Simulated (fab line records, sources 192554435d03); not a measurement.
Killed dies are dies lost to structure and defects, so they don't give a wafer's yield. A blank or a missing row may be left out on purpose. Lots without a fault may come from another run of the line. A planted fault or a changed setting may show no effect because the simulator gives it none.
Split-lot experiment | flow n5_finfet | 7 lots, 21 wafers read, on a route of 1938 steps

THE SPLIT
At N5_BEOL_M8_ILD_DEP_00 (deposits SiCOH lowk from DEMS/porogen, target thk 179.75 nm, time 33.4 s), the setting time_s was moved away from the recipe's 33.4 s on 6 of the 21 wafers read, by -7.1% to +11.2%. The other wafers ran this setting at the recipe's value.

FROM THE SPLIT TO THE READING: what the file shows between them, 1 step
- N5_BEOL_M8_CURE_74: cures SiCOH lowk, time 240 s

THE READING
M8_ILD_THK, in nm, at N5_BEOL_M8_THK_MEAS_01. Fault-free wafers of this fab line usually give 154.9 nm, standard deviation 1.8 nm.

wafer  | tool, chamber at the split | time_s as run, s | against the recipe | M8_ILD_THK, nm | against lot-mates on the recipe
L077.1 | pecvd-03, 0                | 33.4             | recipe             | 156.4          | -
L077.2 | pecvd-03, 1                | 31.98            | -4.3%              | 147.1          | -9.8
L077.6 | pecvd-03, 2                | 33.4             | recipe             | 157.4          | -
L081.1 | pecvd-02, 0                | 33.4             | recipe             | 152.8          | -
L081.4 | pecvd-02, 0                | 33.4             | recipe             | 154.5          | -
L081.6 | pecvd-02, 1                | 35.04            | +4.9%              | 161.8          | +8.2
L080.1 | pecvd-04, 2                | 31.03            | -7.1%              | 140.4          | -13.3
L080.3 | pecvd-04, 1                | 33.4             | recipe             | 154.4          | -
L080.4 | pecvd-04, 2                | 33.4             | recipe             | 153.1          | -
L086.1 | pecvd-04, 1                | 33.4             | recipe             | 151.6          | -
L086.3 | pecvd-04, 0                | 33.4             | recipe             | 152.1          | -
L086.5 | pecvd-04, 2                | 35.75            | +7.0%              | 165.7          | +13.8
L090.2 | pecvd-03, 0                | 33.4             | recipe             | 153.2          | -
L090.3 | pecvd-03, 1                | 33.4             | recipe             | 152.3          | -
L090.5 | pecvd-03, 1                | 33.4             | recipe             | 155.2          | -
L092.2 | pecvd-02, 1                | 37.14            | +11.2%             | 171.7          | +14.7
L092.4 | pecvd-02, 0                | 33.4             | recipe             | 157.0          | -
L092.6 | pecvd-02, 2                | 37.14            | +11.2%             | 173.5          | +16.5
L096.1 | pecvd-02, 0                | 33.4             | recipe             | 152.4          | -
L096.2 | pecvd-02, 2                | 33.4             | recipe             | 153.4          | -
L096.6 | pecvd-02, 2                | 33.4             | recipe             | 156.4          | -

THE FIT
A straight line over all 21 wafers: M8_ILD_THK changes by +1.69 nm for each +1% of time_s; r = +0.97; the points scatter about the line by 1.7 nm.
The same after taking each lot's own level away (the mean of its wafers on the recipe; 21 wafers): +1.61 nm for each +1%; r = +0.98; scatter 1.6 nm.
On that fit, the largest move of time_s shifts the reading by 18 nm.
The lots' own levels span 151.85 to 157.00 nm, that is 2.9 times the standard deviation above.
So the lot-to-lot level changes the slope little: the two slopes agree.
Check: with one of the wafers moved furthest among these (+11.2%) left out of the fit, the line predicts +19.1 nm for it against its lot-mates. It came out at +14.7 nm against them.

THE WHOLE CHAIN: every reading that the file lists as answering this split, in the file's order
step                   | what it does                                                             | reading                                                                                  | change (the file's fit)              | r (the file's)
N5_BEOL_M8_ILD_DEP_00  | deposits SiCOH lowk from DEMS/porogen, target thk 179.75 nm, time 33.4 s | SiCOH_lowk_of_BEOL_M8_ILD_DEP_00.thk_nm (the simulator's own value, which no gauge read) | +1.94 nm for each +1% of the setting | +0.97
N5_BEOL_M8_CURE_74     | cures SiCOH lowk, time 240 s                                             | SiCOH_lowk_of_BEOL_M8_ILD_DEP_00.thk_nm (the simulator's own value, which no gauge read) | +1.7 nm for each +1% of the setting  | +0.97
N5_BEOL_M8_THK_MEAS_01 |                                                                          | M8_ILD_THK                                                                               | +1.68 for each +1% of the setting    | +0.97

THE FILE'S OWN FIT
M8_ILD_THK changes by +1.68 nm for each +1% of time_s, r = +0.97.
